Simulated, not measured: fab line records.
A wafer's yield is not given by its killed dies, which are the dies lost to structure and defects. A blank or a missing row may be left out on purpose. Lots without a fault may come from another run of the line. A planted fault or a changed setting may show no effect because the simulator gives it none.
fab line records + flow nand_harc
record
- lots=6
- wafers=18
- last_day=24
route steps=1159 shown A_CHANNEL_HOLE_D1@481 A_CHANNEL_FILL_D1@490 A_STAIRCASE@519 END@1159
lots with no fault: from the same line, run without faults
start_h: start of the lot's first displayed wafer, in hours after the record's first day + wait_h: hours since the lot's step before + " the same as in the row above + L1.1+2: one row covering several wafers at once + - value missing, or start not given + * or withheld: withheld + < > ~ a bound
route shown NAME@n: a module of which the file shows steps, and the number in the route of the first + usual: mean/standard deviation taken from wafers without a fault + same: alike in all rows + chamber/n: place in a boat + sites: per-site readings + _std_site: standard deviation across them + _edge_site: outer sites' mean less inner sites' + radius_mm: how far each site lies from the wafer's centre + mask NAME#n: copy n + behind: the most recent tool/chamber to have shaped the wafer + hold: why the lot was held/for how many hours/how that ended + device: names the non-switching transistor (n, p or np) + end of line: tests run on the same wafers once the route is complete + where a step has no rows: the recipe by itself + killed: count of dies lost to structure and defects at first sort (not the wafer's yield) + map: a wafer's dies, marking killed ones x, the rest . and places with no die _
set.NAME: the run value of the setting; set.NAME@STEP: its run value at that earlier step + model.NAME: the simulator's own value behind a step, which no gauge read
lots at some steps of the route; a table a step, a row a wafer
services: when a tool's chamber went out of use (start_h, in hours from the record's first day, below 0 if earlier), for how many hours, and the reason
## steps
# step NHARC_A_CHANNEL_HOLE_D1_STRIP_42
# recipe
- cf4_flow_sccm=100
- chf3_flow_sccm=30
- ar_flow_sccm=0
- bias_w=0
- chemistry=CF4/CHF3
# step NHARC_A_CHANNEL_HOLE_D1_STRIP_43
# recipe
- o2_flow_sccm=400
- cos_flow_sccm=20
- ar_flow_sccm=0
- bias_w=0
- chemistry=O2/COS
# step NHARC_A_CHANNEL_HOLE_D1_ETCH_44
# recipe
- target_depth_a=1400
- overetch_a=140
- time_s=77
- ion_energy_ev=100
- cf4_flow_sccm=80
- o2_flow_sccm=20
- ar_flow_sccm=0
- rf_w=300
- bias_w=100
- chemistry=CF4/O2
# step NHARC_A_CHANNEL_HOLE_D1_STRIP_27
# recipe
- o2_flow_sccm=500
- ar_flow_sccm=0
- bias_w=0
- chemistry=O2
# step NHARC_A_CHANNEL_HOLE_D1_PRECLEAN_28
# recipe
- time_s=*
- temp_c=50
- bath_age_min=0
- chemistry=SC1
# step NHARC_A_CHANNEL_HOLE_D1_SRD_29
# step NHARC_A_CHANNEL_HOLE_D1_CD_MEAS_30
# usual
- cd_nm=90.5/1.3
| lot.wafer | tool      | chamber | start_h | wait_h | cd_nm |
|-----------|-----------|---------|---------|--------|-------|
| L460.1    | cd_sem-02 | -       | 185.15  | -      | 87.3  |
| L460.2    | "         | -       | "       | "      | 88.3  |
| L460.6    | "         | -       | "       | "      | 89.2  |
| L462.3    | cd_sem-01 | -       | 198.36  | -      | 88.9  |
| L462.4    | "         | -       | "       | "      | 89.7  |
| L462.6    | "         | -       | "       | "      | 89.5  |
| L463.2    | cd_sem-02 | -       | 211.57  | -      | 90.9  |
| L463.4    | "         | -       | "       | "      | 91.9  |
| L463.6    | "         | -       | "       | "      | 89.1  |
| L464.1    | cd_sem-01 | -       | 212.54  | -      | 91.3  |
| L464.3    | "         | -       | "       | "      | 91.1  |
| L464.4    | "         | -       | "       | "      | 91.8  |
| L471.1    | cd_sem-03 | -       | 287.37  | -      | 91.0  |
| L471.2    | "         | -       | "       | "      | 90.5  |
| L471.6    | "         | -       | "       | "      | 90.5  |
| L474.2    | cd_sem-03 | -       | 291.53  | -      | 91.1  |
| L474.4    | "         | -       | "       | "      | 92.1  |
| L474.5    | "         | -       | "       | "      | 92.3  |
# step NHARC_A_CHANNEL_HOLE_D1_XSEM_31
# recipe
- landing_energy_ev=35000
# step NHARC_A_CHANNEL_HOLE_D1_INSPECT_40
# usual
- raw_defect_count=66/21
| lot.wafer | tool              | chamber | start_h | wait_h | raw_defect_count |
|-----------|-------------------|---------|---------|--------|------------------|
| L460.1    | defect_inspect-02 | -       | 185.34  | -      | 68               |
| L460.2    | "                 | -       | "       | "      | 54               |
| L460.6    | "                 | -       | "       | "      | 38               |
| L462.3    | defect_inspect-01 | -       | 198.54  | -      | 44               |
| L462.4    | "                 | -       | "       | "      | 78               |
| L462.6    | "                 | -       | "       | "      | 88               |
| L463.2    | defect_inspect-01 | -       | 211.76  | -      | 53               |
| L463.4    | "                 | -       | "       | "      | 49               |
| L463.6    | "                 | -       | "       | "      | 38               |
| L464.1    | defect_inspect-02 | -       | 212.73  | -      | 82               |
| L464.3    | "                 | -       | "       | "      | 90               |
| L464.4    | "                 | -       | "       | "      | 71               |
| L471.1    | defect_inspect-01 | -       | 287.55  | -      | 40               |
| L471.2    | "                 | -       | "       | "      | 49               |
| L471.6    | "                 | -       | "       | "      | 53               |
| L474.2    | defect_inspect-01 | -       | 291.72  | -      | 72               |
| L474.4    | "                 | -       | "       | "      | 81               |
| L474.5    | "                 | -       | "       | "      | 67               |
# step NHARC_A_CHANNEL_FILL_D1_PRECLEAN_00
# recipe
- time_s=*
- temp_c=50
- bath_age_min=0
- chemistry=SC1
# step NHARC_A_CHANNEL_FILL_D1_SRD_01
# step NHARC_A_CHANNEL_FILL_D1_ALD_02
# recipe
- target_thk_a=60
- pulse_time_s=10
- ald_cycles=60
- temp_c=300
- material=SiO2
# usual
- heater_power_w=466/56
- precursor_pulse_height_rel=0.999/0.022
# same
- ald_cycles=60
| lot.wafer | tool      | chamber | start_h | wait_h | heater_power_w | precursor_pulse_height_rel |
|-----------|-----------|---------|---------|--------|----------------|----------------------------|
| L460.1    | ald_hk-04 | 1       | 185.62  | -      | 500            | 0.972                      |
| L460.2    | "         | 3       | "       | "      | 409            | 1.014                      |
| L460.6    | "         | 0       | "       | "      | 503            | 1.026                      |
| L462.4    | ald_hk-04 | 2       | 199.66  | -      | 557            | 1.001                      |
| L462.3    | "         | 0       | "       | "      | 507            | 0.988                      |
| L462.6    | "         | 2       | "       | "      | 552            | 1.000                      |
| L463.4    | ald_hk-01 | 3       | 211.95  | -      | 469            | 1.018                      |
| L463.2    | "         | 0       | "       | "      | 388            | 1.010                      |
| L463.6    | "         | 3       | "       | "      | 466            | 1.004                      |
| L464.3    | ald_hk-04 | 0       | 213.00  | -      | 509            | 1.020                      |
| L464.1    | "         | 1       | "       | "      | 492            | 0.992                      |
| L464.4    | "         | 2       | "       | "      | 548            | 0.985                      |
| L471.2    | ald_hk-04 | 0       | 287.75  | -      | 505            | 1.009                      |
| L471.1    | "         | 3       | "       | "      | 392            | 1.031                      |
| L471.6    | "         | 1       | "       | "      | 500            | 0.983                      |
| L474.2    | ald_hk-04 | 0       | 291.92  | -      | 499            | 1.014                      |
| L474.4    | "         | 2       | "       | "      | 560            | 1.030                      |
| L474.5    | "         | 0       | "       | "      | 499            | 1.026                      |
# step NHARC_A_CHANNEL_FILL_D1_ALD_03
# recipe
- target_thk_a=60
- pulse_time_s=60
- ald_cycles=58
- temp_c=630
- pressure_torr=2
- material=SiNx
# usual
- chamber_pressure_Torr=2.000/0.0044
- precursor_pulse_height_rel=1.000/0.019
# same
- ald_cycles=58
| lot.wafer | tool             | chamber | start_h | wait_h | chamber_pressure_Torr | precursor_pulse_height_rel |
|-----------|------------------|---------|---------|--------|-----------------------|----------------------------|
| L460.1    | ald_sin_batch-03 | 0       | 188.98  | -      | 2.002                 | 1.009                      |
| L460.2    | "                | 0       | "       | "      | 2.004                 | 1.037                      |
| L460.6    | "                | 0       | "       | "      | 2.000                 | 0.983                      |
| L462.3    | ald_sin_batch-01 | 0       | 202.60  | -      | 2.000                 | 0.996                      |
| L462.4    | "                | 0       | "       | "      | 1.999                 | 1.007                      |
| L462.6    | "                | 0       | "       | "      | 1.998                 | 1.015                      |
| L463.2    | ald_sin_batch-02 | 0       | 215.39  | -      | 2.001                 | 0.969                      |
| L463.4    | "                | 0       | "       | "      | 2.004                 | 1.008                      |
| L463.6    | "                | 0       | "       | "      | 2.003                 | 0.986                      |
| L464.1    | ald_sin_batch-02 | 0       | 215.39  | -      | 2.000                 | 1.011                      |
| L464.3    | "                | 0       | "       | "      | 2.004                 | 1.013                      |
| L464.4    | "                | 0       | "       | "      | 2.002                 | 1.000                      |
| L471.1    | ald_sin_batch-01 | 0       | 291.19  | -      | 2.004                 | 0.992                      |
| L471.2    | "                | 0       | "       | "      | 2.002                 | 1.013                      |
| L471.6    | "                | 0       | "       | "      | 2.002                 | 1.012                      |
| L474.2    | ald_sin_batch-01 | 0       | 295.37  | -      | 2.006                 | 0.996                      |
| L474.4    | "                | 0       | "       | "      | 1.991                 | 1.016                      |
| L474.5    | "                | 0       | "       | "      | 1.998                 | 1.013                      |
# step NHARC_A_CHANNEL_FILL_D1_ALD_14
# recipe
- target_thk_a=25
- pulse_time_s=10
- ald_cycles=25
- temp_c=300
- material=SiO2
# step NHARC_A_CHANNEL_FILL_D1_ALD_15
# recipe
- target_thk_a=20
- pulse_time_s=60
- ald_cycles=19
- temp_c=630
- pressure_torr=2
- material=SiNx
# usual
- chamber_pressure_Torr=1.999/0.0042
- precursor_pulse_height_rel=1.000/0.021
# same
- ald_cycles=19
| lot.wafer | tool             | chamber | start_h | wait_h | chamber_pressure_Torr | precursor_pulse_height_rel |
|-----------|------------------|---------|---------|--------|-----------------------|----------------------------|
| L460.1    | ald_sin_batch-02 | 0       | -       | -      | 1.998                 | 0.988                      |
| L460.2    | "                | 0       | "       | "      | 1.999                 | 0.991                      |
| L460.6    | "                | 0       | "       | "      | 1.998                 | 1.010                      |
| L462.3    | ald_sin_batch-01 | 0       | -       | -      | 2.002                 | 1.007                      |
| L462.4    | "                | 0       | "       | "      | 2.011                 | 1.014                      |
| L462.6    | "                | 0       | "       | "      | 2.006                 | 1.021                      |
| L463.2    | ald_sin_batch-02 | 0       | -       | -      | 1.991                 | 1.006                      |
| L463.4    | "                | 0       | "       | "      | 1.995                 | 0.993                      |
| L463.6    | "                | 0       | "       | "      | 1.996                 | 0.998                      |
| L464.1    | ald_sin_batch-02 | 0       | -       | -      | 1.998                 | 1.030                      |
| L464.3    | "                | 0       | "       | "      | 2.000                 | 1.011                      |
| L464.4    | "                | 0       | "       | "      | 1.998                 | 0.958                      |
| L471.1    | ald_sin_batch-02 | 0       | -       | -      | 1.998                 | 1.028                      |
| L471.2    | "                | 0       | "       | "      | 1.995                 | 1.020                      |
| L471.6    | "                | 0       | "       | "      | 1.997                 | 1.013                      |
| L474.2    | ald_sin_batch-02 | 0       | -       | -      | 1.995                 | 0.979                      |
| L474.4    | "                | 0       | "       | "      | 1.993                 | 1.020                      |
| L474.5    | "                | 0       | "       | "      | 1.997                 | 0.979                      |
# step NHARC_A_CHANNEL_FILL_D1_ALD_16
# recipe
- target_thk_a=15
- pulse_time_s=10
- ald_cycles=15
- temp_c=300
- material=SiO2
# step NHARC_A_CHANNEL_FILL_D1_ANNEAL_17
# recipe
- temp_c=850
- time_s=1800
# step NHARC_A_CHANNEL_FILL_D1_CVD_18
# recipe
- target_thk_a=30
- temp_c=550
- material=poly-Si
# step NHARC_A_CHANNEL_FILL_D1_ETCHBACK_19
# recipe
- target_depth_a=50
- time_s=1.7
- hbr_flow_sccm=150
- cl2_flow_sccm=50
- rf_w=400
- icp_w=400
- bias_w=100
- chemistry=HBr/Cl2
# usual
- drypump_motor_current_A=5.4/0.47
- oes_product_au=0.998/0.0092
- rf_fwd_power_W=390.5/1.5
- throttle_valve_pct=26.406/0.0095
| lot.wafer | tool      | chamber | start_h | wait_h | drypump_motor_current_A | oes_product_au | rf_fwd_power_W | rf_hours_counter_h | throttle_valve_pct |
|-----------|-----------|---------|---------|--------|-------------------------|----------------|----------------|--------------------|--------------------|
| L460.1    | rie_si-04 | 0       | 214.65  | 0.4    | 4.6                     | 0.993          | 392.0          | 1.2                | 26.415             |
| L460.2    | "         | 3       | "       | "      | 5.6                     | 0.992          | 390.4          | 1.3                | 26.412             |
| L460.6    | "         | 1       | "       | "      | 5.3                     | 1.008          | 390.8          | -                  | 26.410             |
| L462.4    | rie_si-02 | 3       | 223.42  | 0.4    | 4.7                     | 1.007          | 391.7          | 0                  | 26.397             |
| L462.3    | "         | 0       | "       | "      | 6.1                     | 0.999          | 390.5          | 0                  | 26.396             |
| L462.6    | "         | 3       | "       | "      | 4.7                     | 1.004          | 392.3          | -                  | 26.417             |
| L464.3    | rie_si-01 | 3       | 235.68  | 0.4    | 5.7                     | 0.992          | 391.0          | 0.9                | 26.403             |
| L464.4    | "         | 0       | "       | "      | 5.3                     | 1.002          | 388.3          | 0.8                | 26.414             |
| L464.1    | "         | 1       | "       | "      | 5.3                     | 1.019          | 391.7          | 1.0                | 26.391             |
| L463.4    | rie_si-04 | 2       | 235.68  | 0.4    | 5.4                     | 0.992          | 391.5          | 1.2                | 26.404             |
| L463.2    | "         | 3       | "       | "      | 5.6                     | 0.997          | 390.3          | 1.6                | 26.399             |
| L463.6    | "         | 2       | "       | "      | 5.5                     | 0.987          | 390.5          | -                  | 26.411             |
| L471.1    | rie_si-02 | 1       | 312.16  | 0.4    | 6.1                     | 0.988          | 390.9          | 0.8                | 26.417             |
| L471.2    | "         | 2       | "       | "      | 5.3                     | 0.998          | 391.8          | 0.8                | 26.425             |
| L471.6    | "         | 3       | "       | "      | 4.7                     | 1.002          | 391.6          | -                  | 26.411             |
| L474.4    | rie_si-04 | 2       | 315.90  | 0.4    | 5.4                     | 0.988          | 392.5          | 0.3                | 26.400             |
| L474.2    | "         | 3       | "       | "      | 5.6                     | 0.998          | 388.8          | 0.3                | 26.402             |
| L474.5    | "         | 1       | "       | "      | 5.3                     | 1.008          | 389.6          | -                  | 26.400             |
# step NHARC_A_CHANNEL_FILL_D1_ETCHBACK_20
# recipe
- target_depth_a=270
- time_s=13.5
- c4f8_flow_sccm=withheld
- o2_flow_sccm=8
- ar_flow_sccm=withheld
- rf_w=600
- bias_w=1500
- chemistry=C4F8/O2/Ar
# step NHARC_A_CHANNEL_FILL_D1_STRIP_28
# recipe
- time_s=20
- o2_flow_sccm=500
- ar_flow_sccm=0
- bias_w=0
- chemistry=O2
# step NHARC_A_CHANNEL_FILL_D1_PRECLEAN_21
# recipe
- time_s=30
- chemistry=dHF
# step NHARC_A_CHANNEL_FILL_D1_SRD_23
# step NHARC_A_CHANNEL_FILL_D1_CVD_05
# recipe
- target_thk_a=50
- temp_c=550
- material=poly-Si
# step NHARC_A_CHANNEL_FILL_D1_ANNEAL_22
# recipe
- temp_c=620
- time_s=7200
# step NHARC_A_CHANNEL_FILL_D1_ALD_25
# recipe
- target_thk_a=600
- pulse_time_s=10
- ald_cycles=600
- temp_c=300
- material=SiOx
# usual
- heater_power_w=457/51
- precursor_pulse_height_rel=0.999/0.02
# same
- ald_cycles=600
| lot.wafer | tool      | chamber | start_h | wait_h | heater_power_w | precursor_pulse_height_rel |
|-----------|-----------|---------|---------|--------|----------------|----------------------------|
| L460.1    | ald_hk-01 | 0       | 227.55  | 0.7    | 382            | 0.993                      |
| L460.2    | "         | 1       | "       | "      | 392            | 0.959                      |
| L460.6    | "         | 3       | 229.39  | 2.5    | 469            | 0.989                      |
| L462.3    | ald_hk-04 | 2       | 235.43  | 0.1    | 555            | 1.006                      |
| L462.4    | "         | 3       | "       | "      | 392            | 0.997                      |
| L462.6    | "         | 2       | 237.89  | 2.5    | 551            | 0.996                      |
| L463.2    | ald_hk-04 | 1       | 247.44  | 0.1    | 506            | 0.992                      |
| L463.4    | "         | 3       | 248.70  | 1.3    | 393            | 0.994                      |
| L463.6    | "         | 2       | 250.58  | 3.2    | 550            | 1.003                      |
| L464.3    | ald_hk-01 | 1       | 247.44  | 0.1    | 363            | 1.000                      |
| L464.4    | "         | 2       | "       | "      | 470            | 0.967                      |
| L464.1    | "         | 0       | 249.27  | 1.9    | 384            | 1.032                      |
| L471.1    | ald_hk-01 | 2       | 322.24  | 0.7    | 466            | 0.977                      |
| L471.2    | "         | 0       | 323.47  | 1.9    | 390            | 1.025                      |
| L471.6    | "         | 1       | "       | "      | 382            | 0.978                      |
| L474.4    | ald_hk-01 | 3       | 328.06  | 0.1    | 483            | 0.961                      |
| L474.2    | "         | 0       | "       | "      | 387            | 0.995                      |
| L474.5    | "         | 0       | 331.10  | 3.1    | 379            | 0.993                      |
# step NHARC_A_CHANNEL_FILL_D1_ETCHBACK_08
# recipe
- target_depth_a=2200
- time_s=110
- c4f8_flow_sccm=20
- ar_flow_sccm=withheld
- rf_w=600
- bias_w=300
- chemistry=C4F8
# step NHARC_A_CHANNEL_FILL_D1_STRIP_29
# recipe
- time_s=20
- o2_flow_sccm=500
- ar_flow_sccm=0
- bias_w=0
- chemistry=O2
# usual
- drypump_motor_current_A=5.7/0.48
- oes_product_au=1.000/0.0086
- rf_vpp_V=57.9/0.84
- showerhead_plenum_p_Torr=3.57/0.13
- throttle_valve_pct=17.037/0.0084
| lot.wafer | tool        | chamber | start_h | wait_h | drypump_motor_current_A | oes_product_au | rf_hours_counter_h | rf_vpp_V | showerhead_plenum_p_Torr | throttle_valve_pct |
|-----------|-------------|---------|---------|--------|-------------------------|----------------|--------------------|----------|--------------------------|--------------------|
| L460.2    | rie_diel-13 | 3       | -       | -      | 5.6                     | 0.999          | 18                 | 58.2     | 3.67                     | 17.032             |
| L460.1    | "           | 0       | "       | "      | 5.1                     | 0.999          | 18                 | 57.5     | 3.37                     | 17.036             |
| L460.6    | "           | 2       | "       | "      | 6.2                     | 1.026          | -                  | 57.8     | 3.29                     | 17.027             |
| L462.4    | rie_diel-07 | 1       | -       | -      | 5.1                     | 0.999          | 0                  | 56.3     | 3.46                     | 17.037             |
| L462.3    | "           | 3       | "       | "      | 6.0                     | 1.004          | 0                  | 56.3     | 3.49                     | 17.042             |
| L462.6    | "           | 1       | "       | "      | 5.1                     | 1.006          | -                  | 57.5     | 3.46                     | 17.025             |
| L464.3    | rie_diel-09 | 0       | 253.14  | 0.1    | 6.0                     | 0.991          | 6                  | 58.4     | 3.58                     | 17.053             |
| L464.1    | "           | 3       | "       | "      | 4.7                     | 0.995          | 6                  | 58.4     | 3.75                     | 17.023             |
| L464.4    | "           | 0       | "       | "      | 6.0                     | 0.992          | -                  | 57.8     | 3.58                     | 17.036             |
| L463.4    | rie_diel-13 | 1       | -       | -      | 6.1                     | 1.006          | 22                 | 57.0     | 3.58                     | 17.039             |
| L463.2    | "           | 3       | "       | "      | 5.6                     | 1.001          | 22                 | 59.7     | 3.67                     | 17.033             |
| L463.6    | "           | 0       | "       | "      | 5.1                     | 1.002          | -                  | 57.6     | 3.37                     | 17.031             |
| L471.2    | rie_diel-09 | 0       | -       | -      | 6.0                     | 1.007          | 3                  | 57.4     | 3.58                     | 17.040             |
| L471.1    | "           | 1       | "       | "      | 5.7                     | 1.008          | 3                  | 58.4     | 3.74                     | 17.052             |
| L471.6    | "           | 2       | "       | "      | 5.8                     | 0.979          | -                  | 58.4     | 3.67                     | 17.031             |
| L474.4    | rie_diel-09 | 1       | -       | -      | 5.7                     | 1.008          | 3                  | 56.9     | 3.74                     | 17.042             |
| L474.2    | "           | 0       | "       | "      | 6.0                     | 1.007          | 3                  | 58.5     | 3.58                     | 17.052             |
| L474.5    | "           | 2       | "       | "      | 5.8                     | 0.978          | -                  | 58.2     | 3.67                     | 17.020             |
# step NHARC_A_CHANNEL_FILL_D1_PRECLEAN_30
# recipe
- time_s=30
- chemistry=dHF
# step NHARC_A_CHANNEL_FILL_D1_SRD_31
# step NHARC_A_CHANNEL_FILL_D1_CVD_09
# recipe
- target_thk_a=1500
- temp_c=620
- pressure_mtorr=200
- time_s=3000
- material=poly-Si
# step NHARC_A_CHANNEL_FILL_D1_CMP_10
# recipe
- target_thk_nm=150
# step NHARC_A_CHANNEL_FILL_D1_SRD_12
# step NHARC_A_CHANNEL_FILL_D1_RTA_24
# recipe
- temp_c=1000
- time_s=5
# step NHARC_A_STAIRCASE_DEP_156
# recipe
- target_thk_a=500
- temp_c=400
- target_thk_nm=50
- flow_sccm=200
- rf_w=450
- material=SiNx
# step NHARC_A_STAIRCASE_DEHYDRATE_158
# recipe
- temp_c=150
- time_s=120
# step NHARC_A_STAIRCASE_HMDS_159
# recipe
- time_s=30
# step NHARC_A_STAIRCASE_COAT_160
# recipe
- spin_rpm=1200
# step NHARC_END_SORT_01
# recipe
- temp_c=25
# usual
- killed_at_array=27/12
- killed_at_other=0.5/0.9
- killed_at_periphery=3.7/2.7
- killed_dies=31/12
- killed_open=3.3/2
- killed_short=2.0/1.4
# same
- gross_dies=677
| lot.wafer | tool      | chamber | start_h | wait_h | killed_at_array | killed_at_other | killed_at_periphery | killed_dies | killed_open | killed_short |
|-----------|-----------|---------|---------|--------|-----------------|-----------------|---------------------|-------------|-------------|--------------|
| L471.1    | prober-02 | 0       | 562.96  | 2.5    | 109             | 1               | 1                   | 111         | 3           | 1            |
| L471.2    | prober-02 | 0       | 563.75  | 2.8    | 116             | 0               | 0                   | 116         | 2           | 1            |
| L471.6    | prober-02 | 0       | 566.94  | 4.0    | 121             | 0               | 0                   | 121         | 3           | 0            |
| L474.2    | prober-01 | 0       | 563.81  | 2.8    | 117             | 1               | 2                   | 120         | 2           | 1            |
| L474.4    | prober-01 | 0       | 565.43  | 3.4    | 115             | 1               | 3                   | 119         | 3           | 4            |
| L474.5    | prober-01 | 0       | 566.24  | 3.7    | 116             | 1               | 3                   | 120         | 4           | 1            |
# killed by level:class
L471.1 A_CHANNEL_FILL_D1:unspecified=86 A_CHANNEL_HOLE_D1:chamber_film_flake=13 A_CONTACT:chamber_film_flake=3 P_GATE:geometric_particle:open=1 A_SGD_CUT:geometric_particle:open=1 A_WL_FILL:geometric_particle:short=1 A_CONTACT:geometric_particle:open=1 A_STAIRCASE:chamber_film_flake=1
L471.2 A_CHANNEL_FILL_D1:unspecified=88 A_CHANNEL_HOLE_D1:chamber_film_flake=17 A_CONTACT:chamber_film_flake=8 A_CONTACT:geometric_particle:open=2 A_CONTACT:geometric_particle:short=1
L474.2 A_CHANNEL_FILL_D1:unspecified=95 A_CHANNEL_HOLE_D1:chamber_film_flake=17 P_M1:geometric_particle:open=1 A_STAIRCASE:geometric_particle:short=1 A_CONTACT:geometric_particle:open=1 P_ZERO_WELL:chamber_film_flake=1 A_ZERO_WELL:chamber_film_flake=1 A_CHANNEL_FILL_D1:chamber_film_flake=1
L474.4 A_CHANNEL_FILL_D1:unspecified=87 A_CHANNEL_HOLE_D1:chamber_film_flake=18 A_STAIRCASE:chamber_film_flake=2 A_CHANNEL_HOLE_D1:geometric_particle:short=1 A_CHANNEL_FILL_D1:geometric_particle:short=1 A_CONTACT:geometric_particle:open=1 A_M0:geometric_particle:open=1 A_M0:geometric_particle:short=1
L474.5 A_CHANNEL_FILL_D1:unspecified=88 A_CHANNEL_HOLE_D1:chamber_film_flake=18 A_CONTACT:chamber_film_flake=3 P_M0:geometric_particle:open=2 A_ONON_D1:geometric_particle:short=1 A_WL_FILL:geometric_particle:open=1 A_CONTACT:geometric_particle:open=1 P_ZERO_WELL:chamber_film_flake=1
L471.6 A_CHANNEL_FILL_D1:unspecified=92 A_CHANNEL_HOLE_D1:chamber_film_flake=19 A_CONTACT:chamber_film_flake=3 A_STAIRCASE:geometric_particle:open=1 A_CONTACT:geometric_particle:open=1 A_M0:geometric_particle:open=1 A_SLIT:chamber_film_flake=1 A_STAIRCASE:chamber_film_flake=1
# map L471.6 (x killed, . not)
____________.____________
_________....xxx_________
_______......xxxxx_______
______.x.....xxxxxx______
_____......xxxxxxxxx_____
____........xxxxxxxxx____
____.........xxxxxxxx____
___.........xxxxxxxxxx___
___..........xxxxxxxxx___
__..........xxxxxxxxxx.__
__...........xxxxxxxxx.__
_..........x.x.xxxx....._
_.......x....x.xx.xx...._
_..............xx......._
_...xx.x......xx........_
_...xxx.x..............._
.....xx............x.....
.......x.................
....xx...................
...xxx.x.................
..x.....x................
_....x...........x......_
_......................._
_......................._
_......................._
_......................._
__.....x...............__
__........xx...........__
___...................___
___................x..___
____.................____
____.................____
_____..............._____
______.............______
_______.....x....._______
_________......._________
____________.____________
# map L474.2 (x killed, . not)
____________.____________
_________....xxx_________
_______....xxxxxxx_______
______.......xxxxxx______
_____......xxxxxxxxx_____
____........xxxxxxxxx____
____........xxxxxxxxx____
___.........xxxxxxxx.x___
___..........xxxxxxxxx___
__.........xxxxxxxxxx..__
__...........xxxxxxxxx.__
_...........xxxxxxxx.x.._
_..............xxxx....._
_............x..xx......_
_......................._
_......................._
.....x...................
.............x...........
.........................
.........................
........x.x..............
_........x.............._
_...x..x..x...x........._
_.........x............._
_......xxxx............._
_.......xxxxx.....x....._
__......x..............__
__.....x...............__
___.....x.............___
___.....x.............___
____.................____
____.................____
_____..............._____
______.............______
_______..........._______
_________......._________
____________.____________
## services
| tool             | chamber | start_h | hours | kind       |
|------------------|---------|---------|-------|------------|
| rie_diel-07      | 3       | 170.83  | 11.6  | repair     |
| rie_si-01        | -       | 174.47  | 0.4   | repair     |
| ald_hk-04        | -       | 187.35  | 10.0  | pm         |
| ald_hk-04        | 0       | 187.35  | 10.0  | vent_cycle |
| ald_hk-04        | 1       | 187.35  | 10.0  | vent_cycle |
| ald_hk-04        | 2       | 187.35  | 10.0  | vent_cycle |
| ald_hk-04        | 3       | 187.35  | 10.0  | vent_cycle |
| ald_hk-04        | 0       | 197.35  | -     | clean      |
| ald_hk-04        | 1       | 197.35  | -     | clean      |
| ald_hk-04        | 2       | 197.35  | -     | clean      |
| rie_si-01        | 3       | 199.82  | 1.2   | repair     |
| rie_si-02        | -       | 211.00  | 9.0   | pm         |
| rie_diel-13      | 0       | 220.03  | 3.6   | repair     |
| ald_sin_batch-02 | -       | 225.19  | 1.5   | repair     |
| rie_diel-07      | -       | 228.20  | 9.0   | pm         |
| rie_si-01        | 1       | 237.43  | 10.8  | repair     |
| rie_diel-09      | 1       | 248.59  | 6.0   | repair     |
| rie_diel-09      | -       | 254.10  | 9.0   | pm         |
| rie_diel-09      | 2       | 267.64  | 30.7  | repair     |
| rie_si-04        | -       | 276.00  | 9.0   | pm         |
| rie_diel-13      | -       | 276.06  | 9.0   | pm         |
| rie_si-04        | 3       | 288.27  | 4.0   | repair     |
| rie_si-01        | -       | 304.00  | 9.0   | pm         |
| ald_sin_batch-03 | -       | 314.00  | 26.0  | pm         |
## key
first_sign
- step=NHARC_END_SORT_01
- reading=killed_at_array
- direction=up
- sigmas=7.7
- usual=27
- struck=116
effect
- step=NHARC_END_SORT_01
- reading=killed_dies
- direction=up
- sigmas=7.2
- usual=31
- struck=118
more_kills_born_at
- NHARC_A_CHANNEL_FILL_D1_ALD_03@ald_sin_batch-01=536
met_at NHARC_A_CHANNEL_FILL_D1_ALD_03
struck_wafers L471.1,L471.2,L471.6,L474.2,L474.4,L474.5
tester_left_out L471,L474
onset_between 202.60 291.19
also_fits time
fault
- kind=chamber_particle_source
- tool=ald_sin_batch-01
- chamber=-
- onset_h=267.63
- steps=NHARC_A_CHANNEL_FILL_D1_ALD_03
- rate_per_visit_cm2=2.2095
- end_h=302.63
# tester_left_out: of these lots the tester's yield and bins aren't shown, on N5 and GAA mostly nor the transistor test; their killed dies are dies lost to structure and defects alone, not to doping, threshold or leakage, so they don't give the yield
